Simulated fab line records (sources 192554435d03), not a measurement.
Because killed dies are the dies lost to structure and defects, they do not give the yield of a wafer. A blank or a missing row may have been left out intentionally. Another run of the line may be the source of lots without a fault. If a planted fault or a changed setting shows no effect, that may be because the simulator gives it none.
Which of the tools did it?    flow n5 finfet    7 lots with 19 wafers sampled at 4 steps, on a route of 1938 steps

## WHAT THE GAUGES READ, wafer by wafer
N5_BEOL_M4_THK_MEAS_01.
lot   measured      on             M4_ILD_THK (nm)
L693  day 8 21:55   film metro-01  78.9 79.5 80.7
L695  day 9 01:34   film metro-01  78.4 78.5 79.9
L698  day 9 03:14   film metro-02  79.0 79.2
L701  day 10 20:20  film metro-01  77.6 38.4 79.6
L708  day 12 06:43  film metro-01  77.0 76.8 78.3
L712  day 13 05:23  film metro-01  79.0 79.3
L714  day 13 13:40  film metro-01  78.6 78.3 78.8

## TOOL THAT RAN EACH LOT (tool first, then ch and the chambers of the sampled wafers, then the start)
lot   N5_BEOL_M3_ANNEAL_93          N5_BEOL_M3_SPUTTER_94         N5_BEOL_M4_ILD_DEP_00
L693  pvd sputter-02, day 8 20:23   pvd sputter-02, day 8 20:32   pecvd-03 ch 0,1,2, day 8 21:52
L695  pvd sputter-02, day 9 00:02   pvd sputter-02, day 9 00:10   pecvd-03 ch 0,1,2, day 9 01:30
L698  pvd sputter-03, day 9 01:32   pvd sputter-03, day 9 01:41   pecvd-03 ch 1,2, day 9 03:11
L701  pvd sputter-02, day 10 18:47  pvd sputter-02, day 10 18:56  pecvd-03 ch 0,1, day 10 20:16
L708  pvd sputter-02, day 12 04:19  pvd sputter-02, day 12 04:28  pecvd-04 ch 1,2, day 12 06:39
L712  pvd sputter-01, day 13 03:51  pvd sputter-01, day 13 03:59  pecvd-04 ch 0, day 13 05:19
L714  pvd sputter-01, day 13 12:02  pvd sputter-01, day 13 12:10  pecvd-04 ch 0,1,2, day 13 13:35
- N5_BEOL_M3_ANNEAL_93: time 240 s.
- N5_BEOL_M3_SPUTTER_94: material Cu, target thk 4.5 nm, time 8.29 s.
- N5_BEOL_M4_ILD_DEP_00: deposits SiOC from DEMS/O2, target thk 79 nm, time 15.3 s.

## THE ANSWER, worked out from the rows above alone
Rule: what is usual is taken from the lots themselves. Put in order of their means at a reading, lots are off if they are a third of the lots or fewer, leave a main group of 4 or more, and stand apart from it by a gap of 3 or more times the standard deviation of the main group's means; of several such gaps the widest counts. The tables above print the reading to a certain number of digits; a main group whose means all agree to those digits is not used. Also off: a lot with no number at a reading for which 4 or more lots have one. All remaining lots with rows at the step are treated as sound.
Off: L701, at N5_BEOL_M4_THK_MEAS_01 (M4_ILD_THK). For the main group the mean is 78.8 nm and the standard deviation 0.72.
If a tool, at a process step before that reading, ran all the lots that are off and no sound lot after the first of them, it fits. Those tools and the gauges at N5_BEOL_M4_THK_MEAS_01 are tried in the same way. One fits: N5_BEOL_M4_ILD_DEP_00 on pecvd-03. Its last sound lot is L698 (day 9 03:11), its first lot that is off L701 (day 10 20:16): a fault that began between those two fits.

## WHAT THE SIMULATOR PUT IN
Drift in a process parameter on pecvd-03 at N5_BEOL_M4_ILD_DEP_00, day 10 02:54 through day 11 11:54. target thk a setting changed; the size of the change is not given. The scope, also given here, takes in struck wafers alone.
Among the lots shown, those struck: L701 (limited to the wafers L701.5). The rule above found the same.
